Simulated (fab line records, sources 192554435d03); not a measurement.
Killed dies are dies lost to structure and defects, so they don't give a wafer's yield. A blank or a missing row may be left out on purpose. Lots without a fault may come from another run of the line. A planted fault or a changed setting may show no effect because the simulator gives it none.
fab line records | flow n5_finfet
record lots=7 wafers=21
route steps=1938 shown BEOL_M13@1696 BEOL_M14@1751 BEOL_M15@1819 PASSIVATION@1930
start_h: hours from the record's first day to the start of the lot's first wafer shown | wait_h: hours since the lot's step before | " the same as in the row above | L1.1+2: a row that stands for several wafers | - no value, or no start given | * or withheld: withheld | < > ~ a bound
route shown NAME@n: a module of which the file shows steps, and the number in the route of the first | usual: mean/standard deviation of fault-free wafers | same: alike in all rows | chamber/n: place in a boat | sites: the reading at each site | _std_site: their standard deviation | _edge_site: outer sites' mean less inner sites' | radius_mm: how far each site lies from the wafer's centre | mask NAME#n: copy n | behind: the tool/chamber that last shaped the wafer | hold: why the lot was held/for how many hours/how that ended | device: the transistor (n, p or np) that didn't switch | end of line: the same wafers' tests at the end of the route | a step without rows: its recipe alone | killed: dies lost to structure and defects at the first sort, not the wafer's yield | map: a wafer's dies, x killed, . not, _ none there
set.NAME: the setting as run; set.NAME@STEP: as run at that earlier step | model.NAME: the simulator's own value behind a step, which no gauge read
lots whose settings were changed on purpose; a table a step, a row a wafer
## steps
# step N5_BEOL_M13_TRENCH_ETCH_34
# recipe chemistry=C4F8/O2/Ar target=SiOC target_depth_a=4134.7 mask_material=SOC pressure_mtorr=30 source_w=3000 bias_w=700 Ar_flow_sccm=400 C4F8_flow_sccm=15 O2_flow_sccm=8 he_inner_torr=15 he_outer_torr=30 time_s=162.6 ion_energy_ev=250
# columns lot.wafer tool chamber start_h wait_h set.time_s model.etch.depth_nm
L074.2 rie_diel-03 1 226.60 0.0 162.6 416.1
L074.3 " 3 " " 162.6 408.2
L074.5 " 2 " " 162.6 422.7
L077.2 rie_diel-03 2 243.94 0.0 162.6 423.4
L077.3 " 3 " " 162.6 414
L077.5 " 1 " " 197 502.8
L087.1 rie_diel-06 2 311.40 0.0 162.6 410.6
L087.2 " 1 " " 162.6 412.9
L087.4 " 1 " " 162.6 413.5
L088.1 rie_diel-03 3 327.30 0.0 162.6 416.9
L088.3 " 2 " " 180.6 476.6
L088.5 " 2 " " 180.6 469.3
L093.4 rie_diel-06 3 354.91 0.1 162.6 423.9
L093.5 " 0 " " 147.3 359.5
L093.6 " 1 " " 147.3 363.2
L095.2 rie_diel-02 0 370.62 0.0 162.6 417
L095.3 " 2 " " 162.6 403.9
L095.4 " 3 " " 162.6 421.5
L096.1 rie_diel-02 3 375.51 0.0 140.1 358.9
L096.2 " 2 " " 162.6 407.3
L096.4 " 1 " " 140.1 356.4
# step N5_BEOL_M13_STRIP_70
# recipe chemistry=C4F8/O2/Ar resist=SiARC rf_frequency_hz=6e+07
# step N5_BEOL_M13_OCD_MEAS_35
# usual trench_depth_nm=414/7.9
# columns lot.wafer tool chamber start_h wait_h set.time_s@BEOL_M13_TRENCH_ETCH_34 trench_depth_nm
L074.2 ocd-01 - 226.78 0.0 162.6 416
L074.3 " - " " 162.6 408
L074.5 " - " " 162.6 422
L077.2 ocd-01 - 244.12 0.0 162.6 423
L077.3 " - " " 162.6 414
L077.5 " - " " 197 503
L087.1 ocd-01 - 311.57 0.0 162.6 411
L087.2 " - " " 162.6 412
L087.4 " - " " 162.6 413
L088.1 ocd-02 - 327.47 0.0 162.6 417
L088.3 " - " " 180.6 477
L088.5 " - " " 180.6 469
L093.4 ocd-02 - 355.02 0.0 162.6 424
L093.5 " - " " 147.3 359
L093.6 " - " " 147.3 363
L095.2 ocd-01 - 370.80 0.0 162.6 417
L095.3 " - " " 162.6 404
L095.4 " - " " 162.6 421
L096.1 ocd-01 - 375.69 0.0 140.1 359
L096.2 " - " " 162.6 407
L096.4 " - " " 140.1 357
# step N5_BEOL_M13_STRIP_37
# recipe chemistry=N2/H2 power_w=1000 temp_c=250 h2_frac=0.65 overash_fraction=0.3 pressure_mtorr=withheld n2_flow_sccm=1750 h2_flow_sccm=3250
# step N5_BEOL_M13_ETCH_38
# recipe chemistry=CF4/N2 target=SiCN target_depth_a=675 taper_deg=2 time_s=71.9 ion_energy_ev=150 mask_material=SiO2 pressure_mtorr=40 source_w=430 bias_w=70 Ar_flow_sccm=100 cf4_flow_sccm=60 n2_flow_sccm=60
# step N5_BEOL_M13_ECD_47
# recipe material=Cu target_thk_a=9360
# step N5_BEOL_M13_ANNEAL_48
# recipe temp_c=225 time_s=90 ambient=N2
# step N5_BEOL_M13_CMP_49
# recipe stop_on=SiOC t_overpolish_s=17.1 down_force_psi=1 platen_rpm=50 clearing_platen_down_force_psi=1.5 clearing_platen_rpm=50 post_cmp_clean=cu_alkaline target_thk_nm=420 clearing_platen_pad_velocity_m_s=0.99484 pad_velocity_m_s=0.99484
# columns lot.wafer tool chamber start_h wait_h set.time_s@BEOL_M13_TRENCH_ETCH_34 model.Cu_of_BEOL_M13_ECD_47.thk_nm
L074.3 cmp-04 2 229.46 0.4 162.6 414.4
L074.2 " 3 " " 162.6 422.8
L074.5 " 0 " " 162.6 430
L077.2 cmp-04 1 245.57 0.3 162.6 432.6
L077.3 " 2 " " 162.6 419.4
L077.5 " 3 " " 197 510
L087.2 cmp-04 1 317.68 0.2 162.6 423
L087.4 " 2 " " 162.6 418.4
L087.1 " 3 " " 162.6 418.8
L088.3 cmp-03 1 328.77 0.2 180.6 482.6
L088.1 " 2 " " 162.6 423.2
L088.5 " 1 " " 180.6 474.6
L093.4 cmp-04 2 359.62 0.2 162.6 428.4
L093.5 " 1 " " 147.3 369.4
L093.6 " 2 " " 147.3 366.8
L095.4 cmp-02 0 372.27 0.1 162.6 427.6
L095.3 " 1 " " 162.6 412.8
L095.2 " 2 " " 162.6 424.6
L096.1+4 cmp-04 2,0 377.79 0.3 140.1 362.2
L096.2 " 3 " " 162.6 412.4
# step N5_BEOL_M13_THK_MEAS_50
# recipe thk_meas_gauge=xrf reads=Cu_of_BEOL_M13_ECD_47
# usual M13_THK=425/8.7
# columns lot.wafer tool chamber start_h wait_h set.time_s@BEOL_M13_TRENCH_ETCH_34 M13_THK[nm]
L074.2 film_metro-01 - 229.68 - 162.6 430
L074.3 " - " " 162.6 421
L074.5 " - " " 162.6 437
L077.2 film_metro-01 - 245.79 - 162.6 443
L077.3 " - " " 162.6 428
L077.5 " - " " 197 523
L087.1 film_metro-01 - 317.98 - 162.6 418
L087.2 " - " " 162.6 422
L087.4 " - " " 162.6 417
L088.1 film_metro-01 - 329.07 - 162.6 425
L088.3 " - " " 180.6 485
L088.5 " - " " 180.6 476
L093.4 film_metro-01 - 359.88 - 162.6 431
L093.5 " - " " 147.3 373
L093.6 " - " " 147.3 371
L095.2 film_metro-02 - 372.57 - 162.6 424
L095.3 " - " " 162.6 412
L095.4 " - " " 162.6 428
L096.1 film_metro-02 - 378.08 - 140.1 364
L096.2 " - " " 162.6 414
L096.4 " - " " 140.1 364
# step N5_BEOL_M13_PRE_CLEAN_52
# recipe gas=NH3 time_s=15 temp_c=withheld rf_power_w=300
# step N5_BEOL_M13_DEP_53
# recipe material=SiCN target_thk_a=500 temp_c=withheld precursor=3MS/NH3 pressure_torr=3 rf_w=675 time_s=17.8
# step N5_BEOL_M13_RS_MEAS_54
# recipe thk_meas_gauge=four-point-probe reads=Cu_of_BEOL_M13_ECD_47+Ta_of_BEOL_M13_SPUTTER_44+TaN_of_BEOL_M13_SPUTTER_43
# usual M13_RS=0.0448/0.00088
# columns lot.wafer tool chamber start_h wait_h set.time_s@BEOL_M13_TRENCH_ETCH_34 M13_RS[ohm/sq]
L074.2 film_metro-01 - 229.81 0.1 162.6 0.0445
L074.3 " - " " 162.6 0.0455
L074.5 " - " " 162.6 0.0438
L077.2 film_metro-01 - 245.91 0.1 162.6 0.0435
L077.3 " - " " 162.6 0.0449
L077.5 " - " " 197 0.0368
L087.1 film_metro-01 - 318.11 0.0 162.6 0.0450
L087.2 " - " " 162.6 0.0446
L087.4 " - " " 162.6 0.0451
L088.1 film_metro-01 - 329.19 0.0 162.6 0.0445
L088.3 " - " " 180.6 0.0389
L088.5 " - " " 180.6 0.0395
L093.4 film_metro-01 - 360.00 0.0 162.6 0.0439
L093.5 " - " " 147.3 0.0513
L093.6 " - " " 147.3 0.0517
L095.2 film_metro-02 - 372.70 0.1 162.6 0.0444
L095.3 " - " " 162.6 0.0456
L095.4 " - " " 162.6 0.0440
L096.1 film_metro-02 - 378.21 0.0 140.1 0.0522
L096.2 " - " " 162.6 0.0456
L096.4 " - " " 140.1 0.0524
# step N5_BEOL_M14_ETCH_68
# recipe chemistry=N2/H2 target=SOC mask_material=SiARC source_w=3000 bias_w=350 temp_c=40 time_s=450 ion_energy_ev=200 pressure_mtorr=30 n2_flow_sccm=200 h2_flow_sccm=200
# columns lot.wafer tool chamber start_h wait_h set.time_s model.SiARC_of_BEOL_M14_COAT_66.thk_nm
L074.2+5 rie_diel-04 0,2 231.66 0.1 450 65.8
L074.3 " 2 " " 450 65.4
L077.2 rie_diel-04 2 247.79 0.1 399.2 69.6
L077.3 " 3 " " 450 66.6
L077.5 " 3 " " 450 67.2
L087.1 rie_diel-04 2 320.10 0.1 518.8 59
L087.2 " 1 " " 518.8 58.4
L087.4 " 3 " " 450 64.4
L088.1 rie_diel-01 0 331.12 0.1 450 64
L088.3 " 2 " " 450 64.6
L088.5 " 0 " " 487.8 60.6
L093.4 rie_diel-04 2 362.03 0.1 378.2 71.8
L093.5 " 0 " " 450 65.2
L093.6 " 3 " " 378.2 71.4
L095.2 rie_diel-05 1 374.62 0.1 450 66.6
L095.3 " 0 " " 481.6 61.6
L095.4 " 2 " " 450 63.6
L096.1 rie_diel-05 2 380.03 0.1 503.3 58.4
L096.2 " 0 " " 450 64.8
L096.4 " 2 " " 503.3 59
# step N5_BEOL_M15_SPUTTER_43
# recipe material=TaN target_thk_a=150 temp_c=50 bias_v=168.6 power_w=15000 chamber_pressure_pa=0.12 time_s=24.19
# columns lot.wafer tool chamber start_h wait_h set.power_w model.TaN_of_BEOL_M15_SPUTTER_43.thk_nm
L074.2+3 pvd_sputter-01 - 240.07 0.0 15000 15.2
L074.5 " - " " 15000 15
L077.2 pvd_sputter-03 - 255.02 0.0 15000 14.8
L077.3 " - " " 15000 15.2
L077.5 " - " " 13950 13.6
L087.1 pvd_sputter-02 - 327.28 0.0 15000 15.2
L087.2 " - " " 15000 15.4
L087.4 " - " " 15700 15.6
L088.1 pvd_sputter-03 - 338.86 0.0 15000 15.4
L088.3 " - " " 15000 15
L088.5 " - " " 12880 13
L093.4+5 pvd_sputter-01 - 376.54 0.0 15000 15
L093.6 " - " " 13440 13.4
L095.2 pvd_sputter-03 - 385.58 0.0 12510 12.2
L095.3 " - " " 12510 13
L095.4 " - " " 15000 15
L096.1 pvd_sputter-03 - 386.49 0.0 14030 13.6
L096.2+4 " - " " 14030 14.2
# step N5_BEOL_M15_SPUTTER_44
# recipe material=Ta target_thk_a=150 temp_c=50 bias_v=80 power_w=15000 chamber_pressure_pa=0.07 time_s=24.19
# columns lot.wafer tool chamber start_h wait_h set.time_s model.Ta_of_BEOL_M15_SPUTTER_44.thk_nm
L074.2+5 pvd_sputter-01 - 240.15 0.0 24.19 14.4
L074.3 " - " " 24.19 14.6
L077.2+5 pvd_sputter-03 - 255.10 0.0 24.19 15
L077.3 " - " " 21.72 13.6
L087.1 pvd_sputter-02 - 327.36 0.0 25.63 16
L087.2+4 " - " " 24.19 14.8
L088.1 pvd_sputter-03 - 338.94 0.0 24.19 15
L088.3 " - " " 24.19 14.6
L088.5 " - " " 24.19 15.2
L093.4 pvd_sputter-01 - 376.62 0.0 24.19 14.6
L093.5 " - " " 23.1 14.4
L093.6 " - " " 23.1 14
L095.2 pvd_sputter-03 - 385.66 0.0 22.81 14.4
L095.3+4 " - " " 24.19 15.2
L096.1 pvd_sputter-03 - 386.57 0.0 24.19 15
L096.2 " - " " 26.75 16.6
L096.4 " - " " 26.75 16.4
# step N5_PASSIVATION_ETCH_54
# recipe chemistry=CHF3/O2 target=SiO2 target_depth_a=8800 CHF3_flow_sccm=50 O2_flow_sccm=5 Ar_flow_sccm=200 time_s=440 mask_material=PR pressure_mtorr=30 source_w=650 bias_w=170 ion_energy_ev=200
# usual rf_vpp_V=526/15
# columns lot.wafer tool chamber start_h wait_h set.bias_w rf_vpp_V
L074.2 rie_diel-05 3 258.20 0.1 170 501
L074.3 " 2 " " 170 526
L074.5 " 2 " " 170 527
L077.2 rie_diel-04 0 265.78 0.1 170 531
L077.3 " 2 " " 191.7 560
L077.5 " 2 " " 191.7 559
L087.1 rie_diel-04 3 341.97 0.1 144.4 487
L087.2 " 1 " " 144.4 474
L087.4 " 0 " " 170 530
L088.1 rie_diel-01 2 353.38 0.1 170 509
L088.3 " 3 " " 170 526
L088.5 " 2 " " 170 510
L093.4 rie_diel-05 0 389.10 0.1 139.9 452
L093.5 " 1 " " 170 528
L093.6 " 2 " " 139.9 449
L095.2 rie_diel-05 3 398.53 0.1 142.8 443
L095.3 " 1 " " 142.8 459
L095.4 " 0 " " 170 531
L096.1 rie_diel-04 3 398.71 0.1 170 556
L096.2 " 1 " " 154.5 501
L096.4 " 2 " " 154.5 478
## key
split step=N5_BEOL_M13_TRENCH_ETCH_34 setting=time_s stated=162.6 by=wafer
response step=N5_BEOL_M13_TRENCH_ETCH_34 reading=model.etch.depth_nm change=+4.32 per=1% r=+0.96
response step=N5_BEOL_M13_OCD_MEAS_35 reading=trench_depth_nm change=+4.32 per=1% r=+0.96
response step=N5_BEOL_M13_CMP_49 reading=model.Cu_of_BEOL_M13_ECD_47.thk_nm change=+4.3 per=1% r=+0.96
response step=N5_BEOL_M13_THK_MEAS_50 reading=M13_THK change=+4.35 per=1% r=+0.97
response step=N5_BEOL_M13_RS_MEAS_54 reading=M13_RS change=-0.000447 per=1% r=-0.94
split step=N5_BEOL_M14_ETCH_68 setting=time_s stated=450 by=wafer
response step=N5_BEOL_M14_ETCH_68 reading=model.SiARC_of_BEOL_M14_COAT_66.thk_nm change=-0.397 per=1% r=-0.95
split step=N5_BEOL_M15_SPUTTER_43 setting=power_w stated=15000 by=wafer
response step=N5_BEOL_M15_SPUTTER_43 reading=model.TaN_of_BEOL_M15_SPUTTER_43.thk_nm change=+0.151 per=1% r=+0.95
split step=N5_BEOL_M15_SPUTTER_44 setting=time_s stated=24.19 by=wafer
response step=N5_BEOL_M15_SPUTTER_44 reading=model.Ta_of_BEOL_M15_SPUTTER_44.thk_nm change=+0.143 per=1% r=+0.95
split step=N5_PASSIVATION_ETCH_54 setting=bias_w stated=170 by=wafer
response step=N5_PASSIVATION_ETCH_54 reading=rf_vpp_V change=+4.18 per=1% r=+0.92
